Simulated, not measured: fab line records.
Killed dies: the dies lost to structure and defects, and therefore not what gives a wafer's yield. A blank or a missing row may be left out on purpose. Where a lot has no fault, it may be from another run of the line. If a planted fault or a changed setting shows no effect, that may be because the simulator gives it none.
fab line records | flow nandHarc
record lots=5 wafers=15 lastDay=33
route steps=1302 shown A_ONON_D1@424 END@1302
lots untouched by any fault: they come from a run of this same line in which no faults occurred
startH: hours from the record's opening day to when the first of the lot's shown wafers began | waitH: hours elapsed since this lot's preceding step | " repeats the value in the row above | L1.1+2: one row covering several wafers at once | - no value, or no start was given | * or withheld: withheld | < > ~ a bound
route shown NAME@n: NAME is a module with steps in the file, n the number in the route of the first one | usual: mean and standard deviation over wafers with no fault | same: alike in all rows | chamber/n: place in a boat | sites: the reading at each site | _std_site: the values' standard deviation | _edge_site: outer sites' mean less inner sites' | radiusMm: for every site, how far away it sits from the centre of the wafer | mask NAME#n: copy n | behind: tool/chamber where the wafer was last shaped | hold: cause of the lot's hold/its duration in hours/its outcome | device: the transistor (n, p or np) that didn't switch | end of line: tests of these same wafers at the route's end | step lacking rows: just its recipe | killed: dies that structure and defects cost at the first sort, which is not the same as the wafer's yield | map: the dies of a wafer, with x for killed, . for not killed, _ for no die there
set.NAME: the setting the step ran with; set.NAME@STEP: the setting that earlier step ran with | model.NAME: the simulator's own value behind a step, which no gauge read
lots seen at some steps along the route; tables by step, rows by wafer
services: a tool's chamber out of use, with start hour (startH, from the record's first day; less than 0 if before it), hours out, and reason
## steps
# step NHARC_A_ONON_D1_DEP_00
# recipe targetThkA=10000 n2FlowSccm=2750 n2oFlowSccm=2000 nh3FlowSccm=500 sih4FlowSccm=210 tempC=400
# step NHARC_A_ONON_D1_THK_MEAS_02
# recipe thkMeasGauge=ellipsometry
# usual thkNm=1002/10
# columns lot.wafer tool chamber startH waitH thkNm
L313.2 filmMetro-01 - 166.22 - 996
L313.4 " - " " 996
L313.5 " - " " 997
L321.1 filmMetro-02 - 241.38 - 1007
L321.3 " - " " 1006
L321.5 " - " " 1007
L325.2 filmMetro-02 - 279.34 - 999
L325.3 " - " " 999
L325.4 " - " " 1002
L329.1 filmMetro-01 - 332.88 - 1002
L329.5 " - " " 1004
L329.6 " - " " 1003
L335.4 filmMetro-01 - 384.85 - 1021
L335.5 " - " " 1022
L335.6 " - " " 1018
# step NHARC_A_ONON_D1_DEP_03
# recipe targetThkA=10000 n2FlowSccm=2750 n2oFlowSccm=2000 nh3FlowSccm=500 sih4FlowSccm=210 tempC=400
# step NHARC_A_ONON_D1_THK_MEAS_05
# recipe thkMeasGauge=ellipsometry
# usual thkNm=1001/8.3
# columns lot.wafer tool chamber startH waitH thkNm
L313.2 filmMetro-02 - 166.79 - 1001
L313.4 " - " " 1000
L313.5 " - " " 999
L321.1 filmMetro-01 - 241.94 - 1004
L321.3 " - " " 1006
L321.5 " - " " 1004
L325.2 filmMetro-02 - 279.92 - 1007
L325.3 " - " " 1007
L325.4 " - " " 1007
L329.1 filmMetro-01 - 333.44 - 984
L329.5 " - " " 986
L329.6 " - " " 984
L335.4 filmMetro-01 - 385.41 - 996
L335.5 " - " " 997
L335.6 " - " " 997
# step NHARC_A_ONON_D1_DEP_06
# recipe targetThkA=10000 n2FlowSccm=2750 n2oFlowSccm=2000 nh3FlowSccm=500 sih4FlowSccm=210 tempC=400
# step NHARC_A_ONON_D1_THK_MEAS_08
# recipe thkMeasGauge=ellipsometry
# usual thkNm=1000/12
# columns lot.wafer tool chamber startH waitH thkNm
L313.2 filmMetro-02 - 167.35 - 1003
L313.4 " - " " 1003
L313.5 " - " " 1003
L321.1 filmMetro-02 - 242.50 - 992
L321.3 " - " " 990
L321.5 " - " " 991
L325.2 filmMetro-02 - 280.48 - 1010
L325.3 " - " " 1010
L325.4 " - " " 1011
L329.1 filmMetro-02 - 334.01 - 985
L329.5 " - " " 983
L329.6 " - " " 985
L335.4 filmMetro-01 - 385.97 - 1009
L335.5 " - " " 1009
L335.6 " - " " 1008
# step NHARC_A_ONON_D1_DEP_09
# recipe targetThkA=10000 n2FlowSccm=2750 n2oFlowSccm=2000 nh3FlowSccm=500 sih4FlowSccm=210 tempC=400
# step NHARC_A_ONON_D1_THK_MEAS_11
# recipe thkMeasGauge=ellipsometry
# usual thkNm=999/9.6
# columns lot.wafer tool chamber startH waitH thkNm
L313.2 filmMetro-02 - 167.92 - 997
L313.4 " - " " 995
L313.5 " - " " 997
L321.1 filmMetro-01 - 243.07 - 1015
L321.3 " - " " 1015
L321.5 " - " " 1015
L325.2 filmMetro-01 - 281.06 - 1004
L325.3 " - " " 1006
L325.4 " - " " 1004
L329.1 filmMetro-01 - 334.58 - 984
L329.5 " - " " 985
L329.6 " - " " 984
L335.4 filmMetro-01 - 386.54 - 1004
L335.5 " - " " 1004
L335.6 " - " " 1007
# step NHARC_A_ONON_D1_DEP_12
# recipe targetThkA=10000 n2FlowSccm=2750 n2oFlowSccm=2000 nh3FlowSccm=500 sih4FlowSccm=210 tempC=400
# step NHARC_A_ONON_D1_THK_MEAS_14
# recipe thkMeasGauge=ellipsometry
# usual thkNm=999/9.7
# columns lot.wafer tool chamber startH waitH thkNm
L313.2 filmMetro-02 - 168.49 - 989
L313.4 " - " " 989
L313.5 " - " " 990
L321.1 filmMetro-01 - 243.63 - 1006
L321.3 " - " " 1007
L321.5 " - " " 1007
L325.2 filmMetro-01 - 281.62 - 988
L325.3 " - " " 990
L325.4 " - " " 988
L329.1 filmMetro-02 - 335.14 - 1003
L329.5 " - " " 1004
L329.6 " - " " 1003
L335.4 filmMetro-01 - 387.10 - 1008
L335.5 " - " " 1009
L335.6 " - " " 1008
# step NHARC_A_ONON_D1_ANNEAL_15
# recipe tempC=750 timeS=3600
# step NHARC_A_ONON_D1_DEP_16
# recipe targetThkA=10000 n2FlowSccm=2750 n2oFlowSccm=2000 nh3FlowSccm=500 sih4FlowSccm=210 tempC=400
# usual n2oFlowSccm=2000/6 sih4FlowSccm=209.9/0.62
# columns lot.wafer tool chamber startH waitH n2oFlowSccm sih4FlowSccm
L313.2 pecvdOnon-03 0 176.68 0.1 1996 209.9
L313.4 " 0 " " 1995 209.0
L313.5 " 0 " " 2002 210.2
L321.1 pecvdOnon-03 0 251.70 0.1 1996 209.8
L321.3 " 0 " " 1994 209.9
L321.5 " 0 " " 1998 210.1
L325.2 pecvdOnon-03 0 288.89 0.1 1992 210.7
L325.3 " 0 " " 1993 210.1
L325.4 " 0 " " 1997 209.6
L329.1 pecvdOnon-03 0 342.39 0.1 1999 210.0
L329.5 " 0 " " 2003 210.3
L329.6 " 0 " " 1994 210.7
L335.4 pecvdOnon-03 0 396.28 0.2 1999 210.0
L335.5 " 0 " " 2004 209.8
L335.6 " 0 " " 2006 209.8
# step NHARC_A_ONON_D1_THK_MEAS_18
# recipe thkMeasGauge=ellipsometry
# usual thkNm=1001/10
# columns lot.wafer tool chamber startH waitH thkNm
L313.2 filmMetro-02 - 177.14 - 995
L313.4 " - " " 996
L313.5 " - " " 995
L321.1 filmMetro-02 - 252.22 - 990
L321.3 " - " " 991
L321.5 " - " " 993
L325.2 filmMetro-02 - 289.35 - 1006
L325.3 " - " " 1004
L325.4 " - " " 1006
L329.1 filmMetro-02 - 342.91 - 981
L329.5 " - " " 984
L329.6 " - " " 984
L335.4 filmMetro-02 - 396.62 - 1007
L335.5 " - " " 957
L335.6 " - " " 1007
# step NHARC_A_ONON_D1_DEP_19
# recipe targetThkA=10000 n2FlowSccm=2750 n2oFlowSccm=2000 nh3FlowSccm=500 sih4FlowSccm=210 tempC=400
# step NHARC_END_SORT_01
# recipe tempC=25
# usual killedAtArray=54/17 killedAtOther=0.7/1 killedAtPeriphery=3.7/2.9 killedDies=58/16 killedOpen=3.2/1.9 killedShort=2.2/1.5
# same grossDies=677
# columns lot.wafer tool chamber startH waitH killedAtArray killedAtOther killedAtPeriphery killedDies killedOpen killedShort
L325.2 prober-02 0 672.03 2.8 19 1 3 23 3 3
L325.3 prober-02 0 672.83 3.1 28 3 2 33 2 3
L325.4 prober-02 0 673.63 3.4 26 1 2 29 3 3
L335.5 prober-02 0 784.40 3.7 671 3 3 677 4 1
# killed by level:class
L325.2 A_CHANNEL_HOLE_D1:chamberFilmFlake=5 A_M1:chamberFilmFlake=3 P_GATE:chamberFilmFlake=2 A_SLIT:chamberFilmFlake=2 P_STI:geometricParticle:open=1 A_SOURCE_PLATE:geometricParticle:short=1 A_ONON_D2:geometricParticle:short=1 A_WL_FILL:geometricParticle:open=1
L325.3 A_M1:chamberFilmFlake=5 A_SLIT:chamberFilmFlake=5 A_CHANNEL_HOLE_D1:chamberFilmFlake=3 A_STAIRCASE:chamberFilmFlake=3 A_WL_FILL:chamberFilmFlake=3 THIN_TSV:chamberFilmFlake=3 A_SOURCE_PLATE:geometricParticle:short=2 P_GATE:chamberFilmFlake=2
L325.4 A_CHANNEL_HOLE_D1:chamberFilmFlake=8 A_CHANNEL_FILL_D2:chamberFilmFlake=3 A_CHANNEL_FILL_D1:geometricParticle:short=2 A_CHANNEL_HOLE_D2:geometricParticle:open=2 A_SLIT:chamberFilmFlake=2 A_WL_FILL:chamberFilmFlake=2 A_CONTACT:chamberFilmFlake=2 A_M1:chamberFilmFlake=2
L335.5 A_ONON_D1:areaDep=631 A_CHANNEL_HOLE_D1:chamberFilmFlake=16 A_SLIT:chamberFilmFlake=15 THIN_TSV:chamberFilmFlake=3 P_STI:chamberFilmFlake=2 A_CONTACT:chamberFilmFlake=2 A_CHANNEL_FILL_D1:chamberFilmFlake=2 P_GATE:geometricParticle:open=1
# map L335.5 (x killed, . not)
____________x____________
_________xxxxxxx_________
_______xxxxxxxxxxx_______
______xxxxxxxxxxxxx______
_____xxxxxxxxxxxxxxx_____
____xxxxxxxxxxxxxxxxx____
____xxxxxxxxxxxxxxxxx____
___xxxxxxxxxxxxxxxxxxx___
___xxxxxxxxxxxxxxxxxxx___
__xxxxxxxxxxxxxxxxxxxxx__
__xxxxxxxxxxxxxxxxxxxxx__
_xxxxxxxxxxxxxxxxxxxxxxx_
_xxxxxxxxxxxxxxxxxxxxxxx_
_xxxxxxxxxxxxxxxxxxxxxxx_
_xxxxxxxxxxxxxxxxxxxxxxx_
_xxxxxxxxxxxxxxxxxxxxxxx_
xxxxxxxxxxxxxxxxxxxxxxxxx
xxxxxxxxxxxxxxxxxxxxxxxxx
xxxxxxxxxxxxxxxxxxxxxxxxx
xxxxxxxxxxxxxxxxxxxxxxxxx
xxxxxxxxxxxxxxxxxxxxxxxxx
_xxxxxxxxxxxxxxxxxxxxxxx_
_xxxxxxxxxxxxxxxxxxxxxxx_
_xxxxxxxxxxxxxxxxxxxxxxx_
_xxxxxxxxxxxxxxxxxxxxxxx_
_xxxxxxxxxxxxxxxxxxxxxxx_
__xxxxxxxxxxxxxxxxxxxxx__
__xxxxxxxxxxxxxxxxxxxxx__
___xxxxxxxxxxxxxxxxxxx___
___xxxxxxxxxxxxxxxxxxx___
____xxxxxxxxxxxxxxxxx____
____xxxxxxxxxxxxxxxxx____
_____xxxxxxxxxxxxxxx_____
______xxxxxxxxxxxxx______
_______xxxxxxxxxxx_______
_________xxxxxxx_________
____________x____________
# map L313.5 (x killed, . not)
____________.____________
_________......._________
_______........x.._______
______.............______
_____...........x..._____
____.................____
____..............x..____
___..................x___
___...................___
__.....x............xxx__
__..................xxx__
_....................x.x_
_....................xx._
_........x.xx.........xx_
_.......x....x........x._
_.........x.xxx........._
..........x.xxx........x.
...........xxx.x.........
...x......x.x...x........
.........x...xxx.........
.......x...xxxx...x......
_.........x.xx.........x_
_.........xxxxxxxx......_
_..........xxxxx........_
_...........x.xxxx......_
_.........x.xx.xx.xx...._
__.........x....xx.x...__
__...........xx........__
___............x..x...___
___...................___
____.................____
____.........x..x....____
_____.............x._____
______.............______
_______........x.._______
_________......._________
____________.____________
## services
# columns tool chamber startH hours kind
pecvdOnon-03 - 227.00 13.0 pm
## key
firstSign step=NHARC_A_ONON_D1_THK_MEAS_18 reading=thkNm direction=down sigmas=4.2 usual=1001 struck=957
effect step=NHARC_END_SORT_01 reading=killedDies direction=up sigmas=38 usual=58 struck=677
moreKillsBornAt NHARC_A_ONON_D1_DEP_16@pecvdOnon-03=631
metAt NHARC_A_ONON_D1_DEP_16
struckWafers L335.5
laterRowsLeftOut L335.5
testerLeftOut L335
onsetBetween 342.39 396.28
fault kind=processParameterDrift tool=pecvdOnon-03 chamber=- onsetH=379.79 steps=NHARC_A_ONON_D1_DEP_16 channel=targetThkA offset=* shape=step endH=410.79 scope=struckWafersOnly actsIn=* stated=*
# testerLeftOut: of these lots the tester's yield and bins aren't shown, on N5 and GAA mostly nor the transistor test; their killed dies are dies lost to structure and defects alone, not to doping, threshold or leakage, so they don't give the yield
# laterRowsLeftOut: the simulator's readings of these wafers behind a module that went badly wrong aren't trusted and aren't shown, but for the sort
